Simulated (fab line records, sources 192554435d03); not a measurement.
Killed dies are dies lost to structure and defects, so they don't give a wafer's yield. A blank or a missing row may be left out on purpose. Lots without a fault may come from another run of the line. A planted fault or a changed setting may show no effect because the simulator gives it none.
Chamber matching | flow n5_finfet | N5_BEOL_M13_DESCUM_33 on rie_diel-03: 4 sister chambers
The step chemistry O2, time 7.9 s. 4 wafers are shown with their chamber, then 11 later ones without.

WAFERS WITH THEIR CHAMBER
wafer  | chamber | drypump_motor_current_A (A)
L085.3 | 3       | 6.5
L089.5 | 2       | 6.0
L091.6 | 1       | 5.9
L090.2 | 0       | 5.3

WAFERS WITHOUT THEIR CHAMBER
wafer  | drypump_motor_current_A (A)
L090.3 | 6.5
L090.6 | 6.0
L088.1 | 6.5
L088.5 | 6.5
L088.6 | 5.9
L093.1 | 5.3
L093.3 | 5.9
L093.6 | 5.9
L095.1 | 5.9
L095.3 | 5.2
L095.6 | 5.2

WHICH CHAMBER EACH WENT THROUGH
wafer  | from the rows above | in truth
L090.3 | 3                   | 3
L090.6 | 2                   | 2
L088.1 | 3                   | 3
L088.5 | 3                   | 3
L088.6 | 1                   | 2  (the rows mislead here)
L093.1 | 0                   | 0
L093.3 | 1                   | 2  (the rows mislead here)
L093.6 | 1                   | 1
L095.1 | 1                   | 1
L095.3 | 0                   | 0
L095.6 | 0                   | 0
Placed correctly: 9 of 11. Can't be placed from these rows: 0. Placed wrongly: 2.
How it was worked out, from the rows above alone: a wafer's distance from a chamber is the root of the sum, over the readings, of the square of ((its reading less the chamber's mean) divided by the reading's scatter). The wafer belongs to the nearest chamber; if the next one is less than 2 further off, it can't be placed. A chamber's mean is the mean of its shown wafers. The scatter: with one shown wafer a chamber, the root of the mean of the squares of how far each hidden wafer lies from its nearest shown one.
